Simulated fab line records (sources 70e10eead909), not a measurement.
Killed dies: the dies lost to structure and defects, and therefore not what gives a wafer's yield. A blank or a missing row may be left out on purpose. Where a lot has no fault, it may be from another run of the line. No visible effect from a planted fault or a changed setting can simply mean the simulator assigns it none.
A struck lot beside a sound one / flow nand-harc / 14 steps out of a route of 1302
Sound: wafers L328.2, L328.3, L328.5. Struck: wafers L336.2, L336.3, L336.6. At the end, the cause is stated.
Order at every step that has rows: each side's tool, ch and its chambers, its first start. Under that, the readings that differ: sound wafers / struck wafers / difference of the means / sigmas: that difference in standard deviations of wafers without a fault.
alike: readings whose means differ by less than 2 such deviations, and words and numbers that are the same on both sides. not compared: withheld readings, readings that some wafer has no value for, bounds like >300 that may hide the same value, and numbers for which the record gives no deviation and whose values overlap.
The two part at a step that has a row with sigmas, a row that says differs or no value, or rows on one side only. Numbers that don't overlap but have no deviation are shown without sigmas and don't part them. Lack of a reading on every wafer of one side parts them only where that side has two or more wafers.

NHARC_A_CONTACT_ETCH_102: etches the open film in CF4/O2, target depth 100 nm, overetch 10 nm, time 55 s.
  sound on rie-diel-13 ch 0,1, day 26 08:15; struck on rie-diel-02 ch 1,2,3, day 29 03:26
  alike: bias-w, chamber-pressure-mTorr, drypump-motor-current-A, oes-product-au, rf-vpp-V, showerhead-plenum-p-Torr, throttle-valve-pct
  not compared: rf-hours-counter-h
NHARC_A_CONTACT_STRIP_55: strips in O2.
  sound: rie-diel-13 ch 0,1; struck: rie-diel-02 ch 1,2,3
  alike: chamber-pressure-mTorr, drypump-motor-current-A, oes-product-au, rf-vpp-V, showerhead-plenum-p-Torr, throttle-valve-pct
  not compared: rf-hours-counter-h
then, 1 step without rows for these wafers: NHARC_A_CONTACT_STRIP_56 (strips in post etch residue remover, time 600 s).
NHARC_A_CONTACT_DEP_57: deposits aC, target thk 5300 nm.
  sound on acl-dep-03 ch 0, day 26 09:28; struck on acl-dep-02 ch 0, day 29 06:04
  alike: throttle-valve-pct
NHARC_A_CONTACT_DEP_58: deposits SiON, target thk 90 nm.
  sound on pecvd-01 ch 1,2, day 26 12:12; struck on pecvd-02 ch 0,1, day 29 08:47
  alike: chamber-pressure-Torr, heater-power-w
then, 7 steps without rows for these wafers: NHARC_A_CONTACT_DEHYDRATE_59 (time 120 s); NHARC_A_CONTACT_HMDS_60 (time 30 s); NHARC_A_CONTACT_COAT_61 (time 75 s); NHARC_A_CONTACT_COAT_62 (time 65 s); NHARC_A_CONTACT_COAT_63 (resist thk 90 nm); NHARC_A_CONTACT_SOFTBAKE_64 (time 55 s); NHARC_A_CONTACT_EBR_65.
NHARC_A_CONTACT_EXPOSE_66: exposes mask A CC 2.
  struck on arfi-scanner-02, day 29 09:15; sound on arfi-scanner-01 ch 0, day 26 12:47
  no value came back on the struck wafers for exposure-dose-mJ-cm2, focus-offset-nm (nm), na; on the sound wafers exposure-dose-mJ-cm2 reads 59.10 59.04 59.14
  alike: mask
then, 1 step without rows for these wafers: NHARC_A_CONTACT_PEB_67 (peb time 65 s).

WHERE THEY PART
Only at NHARC_A_CONTACT_EXPOSE_66, as far as this record shows.

WHY: what had been put in by the simulator
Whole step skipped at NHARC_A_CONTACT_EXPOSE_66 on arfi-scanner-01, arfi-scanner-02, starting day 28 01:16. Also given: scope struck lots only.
